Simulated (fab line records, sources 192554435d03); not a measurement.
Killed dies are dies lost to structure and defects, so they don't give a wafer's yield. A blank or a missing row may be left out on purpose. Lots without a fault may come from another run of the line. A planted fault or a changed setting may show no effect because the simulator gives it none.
fab line records | flow n5_finfet
record lots=7 wafers=21 last_day=16
route steps=1938 shown BEOL_M11@1541 PASSIVATION@1936
lots that met no fault: from a run of the same line without faults
start_h: hours from the record's first day to the start of the lot's first wafer shown | wait_h: hours since the lot's step before | " the same as in the row above | L1.1+2: a row that stands for several wafers | - no value, or no start given | * or withheld: withheld | < > ~ a bound
route shown NAME@n: a module of which the file shows steps, and the number in the route of the first | usual: mean/standard deviation of fault-free wafers | same: alike in all rows | chamber/n: place in a boat | sites: the reading at each site | _std_site: their standard deviation | _edge_site: outer sites' mean less inner sites' | radius_mm: how far each site lies from the wafer's centre | mask NAME#n: copy n | behind: the tool/chamber that last shaped the wafer | hold: why the lot was held/for how many hours/how that ended | device: the transistor (n, p or np) that didn't switch | end of line: the same wafers' tests at the end of the route | a step without rows: its recipe alone | killed: dies lost to structure and defects at the first sort, not the wafer's yield | map: a wafer's dies, x killed, . not, _ none there
set.NAME: the setting as run; set.NAME@STEP: as run at that earlier step | model.NAME: the simulator's own value behind a step, which no gauge read
lots at some steps of the route; a table a step, a row a wafer
services: from which hour (start_h, from the record's first day; less than 0 if before it) a tool's chamber was out of use, for how many hours, and why
## steps
# step N5_BEOL_M11_COAT_59
# recipe resist=SOC temp_c=250 time_s=60 spin_rpm=1500 resist_thk_nm=100
# step N5_BEOL_M11_COAT_60
# recipe resist=SiARC temp_c=220 time_s=60 spin_rpm=1500 resist_thk_nm=30
# step N5_BEOL_M11_COAT_05
# recipe resist=CAR-ArF spin_rpm=1500 resist_thk_nm=90
# step N5_BEOL_M11_EBR_07
# recipe solvent=PGMEA ebr_width_mm=1.5
# step N5_BEOL_M11_SOFTBAKE_06
# recipe temp_c=110 time_s=60 resist=CAR-ArF
# step N5_BEOL_M11_EXPOSE_08
# recipe mask_id=M11 na=1.35 source_shape=dipole sigma_inner=0.411 sigma_outer=0.611 polarization=te dose_mj=53.75
# step N5_BEOL_M11_PEB_09
# recipe peb_temp_c=withheld peb_time_s=60 resist=CAR-ArF
# step N5_BEOL_M11_DEVELOP_10
# recipe develop_time_s=30 developer=TMAH resist=CAR-ArF rinse_liquid=diw dry=air_spin dev_temp_c=23
# step N5_BEOL_M11_CD_MEAS_11
# recipe target_cd_nm=64.1 landing_energy_ev=500 detector=se_inlens polarity=opening
# usual cd_nm=64.0/0.56
# columns lot.wafer tool chamber start_h wait_h cd_nm
L448.3 cd_sem-02 0 248.68 - 63.6
L448.5 " 0 " " 64.7
L448.6 " 0 " " 63.2
L453.3 cd_sem-02 0 281.13 - 63.2
L453.5 " 0 " " 62.7
L453.6 " 0 " " 63.5
L456.1 cd_sem-01 0 298.08 - 64.6
L456.2 " 0 " " 64.0
L456.3 " 0 " " 63.8
L459.1 cd_sem-01 0 320.28 - 63.9
L459.3 " 0 " " 63.6
L459.5 " 0 " " 63.5
L460.2 cd_sem-03 0 328.26 - 63.2
L460.3 " 0 " " 63.9
L460.6 " 0 " " 64.5
L461.3 cd_sem-01 0 332.17 - 63.7
L461.5 " 0 " " 65.2
L461.6 " 0 " " 63.6
L463.1 cd_sem-01 0 343.01 - 63.4
L463.2 " 0 " " 64.3
L463.3 " 0 " " 64.1
# step N5_BEOL_M11_OVL_MEAS_12
# recipe points_per_wafer=44
# usual M11_OVL=-0.1/0.85
# columns lot.wafer tool chamber start_h wait_h M11_OVL[nm]
L448.3 overlay-02 0 248.70 0.0 0.8
L448.5 " 0 " " -0.3
L448.6 " 0 " " -0.7
L453.3 overlay-01 0 281.16 0.0 -0.6
L453.5 " 0 " " -0.6
L453.6 " 0 " " -0.4
L456.1 overlay-01 0 298.11 0.0 -1.2
L456.2 " 0 " " -1.1
L456.3 " 0 " " -0.4
L459.1 overlay-02 0 320.31 0.0 -0.1
L459.3 " 0 " " -1.6
L459.5 " 0 " " 0.5
L460.2 overlay-01 0 328.29 0.0 -1.0
L460.3 " 0 " " 0.2
L460.6 " 0 " " -0.3
L461.3 overlay-01 0 332.20 0.0 0.6
L461.5 " 0 " " 1.2
L461.6 " 0 " " -0.2
L463.1 overlay-01 0 343.04 0.0 -1.6
L463.2 " 0 " " -1.1
L463.3 " 0 " " -0.6
# step N5_BEOL_M11_INSPECT_13
# recipe mode=adi inspect_instrument=brightfield
# usual raw_defect_count=460/130
# columns lot.wafer tool chamber start_h wait_h raw_defect_count
L448.3 defect_inspect-02 - 248.73 0.0 280
L448.5 " - " " 346
L448.6 " - " " 380
L453.3 defect_inspect-02 - 281.19 0.0 305
L453.5 " - " " 411
L453.6 " - " " 438
L456.1 defect_inspect-01 - 298.14 0.0 512
L456.2 " - " " 524
L456.3 " - " " 448
L459.1 defect_inspect-02 - 320.34 0.0 538
L459.3 " - " " 442
L459.5 " - " " 364
L460.2 defect_inspect-01 - 328.32 0.0 465
L460.3 " - " " 528
L460.6 " - " " 566
L461.3 defect_inspect-01 - 332.22 0.0 302
L461.5 " - " " 425
L461.6 " - " " 264
L463.1 defect_inspect-02 - 343.07 0.0 463
L463.2 " - " " 463
L463.3 " - " " 398
# step N5_BEOL_M11_DESCUM_16
# recipe chemistry=O2 time_s=7.9 source_power_w=50 bias_power_w=20 pressure_mtorr=20 rf_frequency_hz=2.712e+07 temp_c=40 resist=CAR-ArF o2_flow_sccm=225
# usual drypump_motor_current_A=5.75/0.3 oes_product_au=0.75/0.072 rf_vpp_V=243.2/1.5 showerhead_plenum_p_Torr=2.09/0.077 throttle_valve_pct=20.49/0.23
# same time_s=7.9
# columns lot.wafer tool chamber start_h wait_h drypump_motor_current_A oes_product_au rf_hours_counter_h rf_vpp_V showerhead_plenum_p_Torr throttle_valve_pct
L448.3 rie_diel-03 1 248.76 0.0 6.24 0.69 214 243.4 1.99 20.66
L448.5 " 0 " " 5.37 0.69 - 243.9 2.05 20.51
L448.6 " 3 " " 5.22 0.73 - 241.6 2.06 20.48
L453.3 rie_diel-06 0 281.24 0.0 5.82 0.71 180 243.0 2.08 20.73
L453.5 " 3 " " 5.77 0.86 - 243.0 2.13 20.71
L453.6 " 0 " " 5.82 0.72 - 243.5 2.08 20.72
L456.1 rie_diel-03 1 298.17 0.0 6.25 0.68 232 240.9 1.99 20.70
L456.2 " 0 " " 5.39 0.68 238 243.6 2.04 20.53
L456.3 " 3 " " 5.26 0.72 219 243.1 2.06 20.50
L459.1 rie_diel-05 0 320.37 0.0 5.85 0.72 192 240.4 2.00 20.77
L459.3 " 2 " " 5.55 0.82 86 244.7 2.10 20.24
L459.5 " 2 " " 5.57 0.81 - 242.6 2.10 20.25
L460.2 rie_diel-05 0 328.35 0.0 5.83 0.72 195 241.5 2.00 20.77
L460.3 " 2 " " 5.56 0.82 88 243.9 2.10 20.26
L460.6 " 1 " " 5.76 0.69 - 241.7 2.06 20.07
L461.3 rie_diel-05 0 332.40 0.2 5.84 0.72 196 242.5 2.00 20.77
L461.5 " 0 " " 5.82 0.71 - 241.7 2.00 20.77
L461.6 " 1 " " 5.71 0.70 - 242.4 2.06 20.06
L463.1 rie_diel-05 2 343.10 0.0 5.56 0.80 92 243.6 2.10 20.25
L463.2 " 1 " " 5.76 0.69 215 244.2 2.05 20.08
L463.3 " 3 " " 6.09 0.83 62 245.5 2.21 20.56
# step N5_BEOL_M11_ETCH_61
# recipe chemistry=CF4 target=SiARC target_depth_a=390 mask_material=CAR-ArF time_s=65 ion_energy_ev=80 pressure_mtorr=40 source_w=545 bias_w=36 Ar_flow_sccm=100 cf4_flow_sccm=100 ends=cleared
# usual drypump_motor_current_A=5.75/0.29 etch_rf_on_time_s=64.1/2.1 mfc_ar_sccm=99.95/0.28 oes_product_au=0.65/0.059 rf_vpp_V=183.9/1.2 showerhead_plenum_p_Torr=2.14/0.071 throttle_valve_pct=15.73/0.2
# columns lot.wafer tool chamber start_h wait_h drypump_motor_current_A etch_rf_on_time_s mfc_ar_sccm oes_product_au rf_hours_counter_h rf_vpp_V showerhead_plenum_p_Torr throttle_valve_pct
L448.3 rie_diel-03 1 248.80 0.0 6.23 63.0 100.07 0.60 214 182.1 2.04 15.90
L448.5 " 0 " " 5.40 64.7 100.38 0.60 - 183.6 2.12 15.83
L448.6 " 3 " " 5.23 63.4 100.34 0.63 - 183.8 2.14 15.76
L453.3 rie_diel-06 0 281.27 0.0 5.83 65.2 99.57 0.61 180 183.1 2.14 15.93
L453.5 " 3 " " 5.80 64.7 100.06 0.73 - 186.1 2.16 15.75
L453.6 " 0 " " 5.82 65.5 99.87 0.60 - 182.6 2.14 15.93
L456.1 rie_diel-03 1 298.21 0.0 6.25 62.7 100.36 0.60 232 182.5 2.04 15.91
L456.2 " 0 " " 5.40 64.7 99.67 0.59 238 185.4 2.11 15.84
L456.3 " 3 " " 5.27 63.8 99.46 0.62 219 184.5 2.13 15.81
L459.1 rie_diel-05 0 320.41 0.0 5.84 61.7 100.10 0.64 192 180.7 2.06 16.02
L459.3 " 2 " " 5.56 61.8 99.32 0.72 86 183.6 2.16 15.49
L459.5 " 2 " " 5.62 61.2 99.95 0.72 - 184.3 2.16 15.49
L460.2 rie_diel-05 0 328.38 0.0 5.84 62.3 100.10 0.63 195 183.2 2.06 16.02
L460.3 " 2 " " 5.56 40.6 100.20 0.93 88 185.0 2.16 15.52
L460.6 " 1 " " 5.72 64.8 99.94 0.59 - 184.3 2.12 15.47
L461.3 rie_diel-05 0 332.43 0.0 5.84 41.4 99.73 0.82 196 182.4 2.06 16.02
L461.5 " 0 " " 5.84 41.3 99.92 0.81 - 181.7 2.06 16.01
L461.6 " 1 " " 5.72 65.8 100.08 0.59 - 184.1 2.12 15.48
L463.1 rie_diel-05 2 343.14 0.0 5.57 61.0 100.12 0.71 92 183.1 2.16 15.50
L463.2 " 1 " " 5.72 64.6 100.09 0.59 215 182.3 2.12 15.48
L463.3 " 3 " " 6.11 43.7 99.74 0.90 62 185.1 2.25 15.70
# step N5_BEOL_M11_ETCH_62
# recipe chemistry=N2/H2 target=SOC target_depth_a=1100 overetch_a=220 mask_material=SiARC temp_c=40 time_s=165 ion_energy_ev=200 pressure_mtorr=30 source_w=840 bias_w=150 n2_flow_sccm=200 h2_flow_sccm=200
# usual drypump_motor_current_A=5.75/0.3 oes_product_au=0.64/0.058 rf_vpp_V=523.8/2.6 showerhead_plenum_p_Torr=2.54/0.095 throttle_valve_pct=17.92/0.2
# same time_s=165
# columns lot.wafer tool chamber start_h wait_h drypump_motor_current_A oes_product_au rf_hours_counter_h rf_vpp_V showerhead_plenum_p_Torr throttle_valve_pct
L448.3 rie_diel-03 1 248.85 0.0 6.23 0.59 214 522.6 2.42 18.09
L448.5 " 0 " " 5.39 0.59 - 522.1 2.52 18.14
L448.6 " 3 " " 5.24 0.61 - 522.8 2.52 18.05
L453.3 rie_diel-06 0 281.32 0.0 5.85 0.61 180 522.2 2.51 18.06
L453.5 " 3 " " 5.81 0.72 - 525.0 2.58 18.01
L453.6 " 0 " " 5.83 0.61 - 524.5 2.51 18.05
L456.1 rie_diel-03 1 298.26 0.0 6.21 0.58 232 520.5 2.41 18.12
L456.2 " 0 " " 5.38 0.58 238 522.3 2.51 18.18
L456.3 " 3 " " 5.26 0.60 219 524.1 2.52 18.08
L459.1 rie_diel-05 0 320.46 0.0 5.85 0.61 192 521.2 2.41 18.00
L459.3 " 2 " " 5.60 0.69 86 523.8 2.57 17.69
L459.5 " 2 " " 5.59 0.69 - 525.8 2.57 17.69
L460.2 rie_diel-05 0 328.43 0.0 5.82 0.61 195 521.5 2.41 18.01
L460.3 " 2 " " 5.58 0.69 88 524.0 2.56 17.69
L460.6 " 1 " " 5.72 0.59 - 523.1 2.50 17.60
L461.3 rie_diel-05 0 332.48 0.0 5.89 0.61 196 519.7 2.41 18.01
L461.5 " 0 " " 5.87 0.61 - 521.0 2.41 18.01
L461.6 " 1 " " 5.75 0.59 - 523.0 2.50 17.61
L463.1 rie_diel-05 2 343.19 0.0 5.58 0.69 92 523.5 2.56 17.70
L463.2 " 1 " " 5.72 0.59 215 522.9 2.50 17.61
L463.3 " 3 " " 6.12 0.70 62 525.8 2.69 18.01
# step N5_PASSIVATION_PROBE_49
# usual defect_limited_yield=91.1/1.4 killed_at_M0_to_M3=33/9.1 killed_at_M4_up=14/5.6 killed_at_contacts=13/5.7 killed_at_front_end=42/12 killed_at_other=4/3 killed_dies=105/16 killed_open=69/11 killed_short=34/7.5 sort_bin_5_function=5.2/0.91 sort_bin_6_memory=3.3/0.64 sort_n_pass=1075/16 sort_yield_pct=91.1/1.4
# same gross_dies=1180 killed_at_back_side=0 sort_bin_4_leakage[%]=0 sort_bin_8_speed[%]=0
# columns lot.wafer tool chamber start_h wait_h defect_limited_yield[%] killed_at_M0_to_M3 killed_at_M4_up killed_at_contacts killed_at_front_end killed_at_other killed_dies killed_open killed_short sort_bin_5_function[%] sort_bin_6_memory[%] sort_n_pass sort_yield_pct[%]
L456.1 prober-02 - 341.45 0.0 92.4 34 11 13 30 2 90 60 29 4.2 2.8 1090 92.4
L456.2 prober-02 - 341.50 0.1 94.1 29 12 6 23 0 70 49 21 3.4 2.3 1110 94.1
L456.3 prober-02 - 341.55 0.1 93.3 31 12 4 28 4 79 55 24 4.4 1.8 1101 93.3
L459.1 prober-02 - 362.44 0.0 91.4 26 21 8 46 0 101 71 30 4.3 3.6 1079 91.4
L459.3 prober-02 - 362.54 0.1 91.9 27 13 11 39 5 95 62 32 5.6 2.4 1085 91.9
L459.5 prober-02 - 362.64 0.2 89.4 36 26 11 47 5 125 81 44 6.3 3.4 1055 89.4
L463.1 prober-01 - 382.54 0.0 91.6 31 21 19 28 0 99 69 27 5.1 3.0 1081 91.6
L463.2 prober-01 - 382.59 0.1 91.5 26 16 10 48 0 100 72 24 5.0 3.1 1080 91.5
L463.3 prober-01 - 382.64 0.1 90.4 39 19 13 42 0 113 77 35 5.3 4.1 1067 90.4
# killed by level:class
L456.1 MOL_CONTACT_COAG:geometric_particle:open=12 BEOL_M3:geometric_particle:open=9 BEOL_M0_SAQP:geometric_particle:open=7 BEOL_M0_SAQP:geometric_particle:short=6 GATE_CUT:geometric_particle:short=5 FIN_SAQP:geometric_particle:open=4 BEOL_M1:geometric_particle:open=4 BEOL_M2:geometric_particle:open=4
L456.2 BEOL_M0_SAQP:geometric_particle:open=8 BEOL_M2:geometric_particle:open=7 BEOL_M0_SAQP:geometric_particle:short=6 BEOL_M3:geometric_particle:open=6 BEOL_M4:geometric_particle:open=6 FIN_SAQP:geometric_particle:short=4 MOL_CONTACT_COAG:geometric_particle:open=4 STARTING-WAFER:geometric_particle:short=4
L456.3 BEOL_M2:geometric_particle:open=12 STI_FIN_REVEAL:geometric_particle:open=6 FIN_SAQP:geometric_particle:open=5 FIN_SAQP:geometric_particle:short=5 BEOL_M0_SAQP:geometric_particle:short=5 BEOL_M1:geometric_particle:open=5 BEOL_M4:geometric_particle:open=5 MOL_CONTACT_COAG:geometric_particle:open=4
L459.1 FIN_SAQP:geometric_particle:open=14 BEOL_M4:geometric_particle:open=9 DUMMY_GATE:geometric_particle:open=7 BEOL_M0_SAQP:geometric_particle:short=7 BEOL_M2:geometric_particle:open=7 MOL_CONTACT_COAG:geometric_particle:open=6 STARTING-WAFER:geometric_particle:open=5 BEOL_M0_SAQP:geometric_particle:open=5
L459.3 MOL_CONTACT_COAG:geometric_particle:open=9 BEOL_M4:geometric_particle:open=9 FIN_SAQP:geometric_particle:open=7 FIN_SAQP:geometric_particle:short=6 BEOL_M0_SAQP:geometric_particle:open=6 GATE_CUT:geometric_particle:open=5 BEOL_M2:geometric_particle:open=5 BEOL_M3:geometric_particle:open=4
L459.5 BEOL_M4:geometric_particle:open=16 BEOL_M1:geometric_particle:open=9 MOL_CONTACT_COAG:geometric_particle:open=7 BEOL_M0_SAQP:geometric_particle:short=7 BEOL_M2:geometric_particle:open=7 FIN_SAQP:geometric_particle:short=6 BEOL_M3:geometric_particle:open=6 STI_FIN_REVEAL:geometric_particle:open=5
L463.1 MOL_CONTACT_COAG:geometric_particle:open=19 BEOL_M3:geometric_particle:open=8 BEOL_M4:geometric_particle:open=7 BEOL_M1:geometric_particle:open=6 GATE_CUT:geometric_particle:short=5 BEOL_M0_SAQP:geometric_particle:open=5 FIN_SAQP:geometric_particle:open=4 BEOL_M0_SAQP:geometric_particle:short=4
L463.2 STI_FIN_REVEAL:geometric_particle:open=15 MOL_CONTACT_COAG:geometric_particle:open=9 BEOL_M1:geometric_particle:open=9 BEOL_M4:geometric_particle:open=9 GATE_CUT:geometric_particle:short=7 BEOL_M2:geometric_particle:open=7 FIN_SAQP:geometric_particle:short=4 FIN_SAQP:geometric_particle:open=4
L463.3 GATE_CUT:geometric_particle:short=14 MOL_CONTACT_COAG:geometric_particle:open=10 BEOL_M0_SAQP:geometric_particle:open=9 BEOL_M2:geometric_particle:open=9 BEOL_M4:geometric_particle:open=9 BEOL_M3:geometric_particle:open=7 STI_FIN_REVEAL:geometric_particle:open=6 FIN_SAQP:geometric_particle:open=4
## services
# columns tool chamber start_h hours kind
rie_diel-06 0 270.40 9.1 repair
rie_diel-05 2 270.47 12.0 repair
rie_diel-05 3 312.55 6.6 repair
rie_diel-06 2 316.25 - clean
rie_diel-06 2 316.25 - consumable_replace:focus_ring
rie_diel-06 2 316.25 14.1 scheduled_down
rie_diel-06 2 316.25 14.1 vent_cycle
rie_diel-05 2 317.23 1.2 repair
rie_diel-03 2 331.22 2.2 repair
rie_diel-03 0 341.81 - clean
rie_diel-03 0 341.81 - consumable_replace:focus_ring
rie_diel-03 0 341.81 16.5 scheduled_down
rie_diel-03 0 341.81 16.5 vent_cycle
## key
first_sign step=N5_BEOL_M11_ETCH_61 reading=etch_rf_on_time_s direction=down sigmas=11 usual=* struck=*
effect step=N5_BEOL_M11_ETCH_61 reading=oes_product_au direction=up sigmas=3.6 usual=0.65 struck=0.86
met_at N5_BEOL_M11_ETCH_61
struck_wafers L460.3,L461.3,L461.5,L463.3
onset_between 320.41 328.38
fault kind=process_parameter_drift tool=rie_diel-05 chamber=- onset_h=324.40 steps=N5_BEOL_M11_ETCH_61 channel=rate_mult offset=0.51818 shape=step end_h=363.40 scope=struck_wafers_only
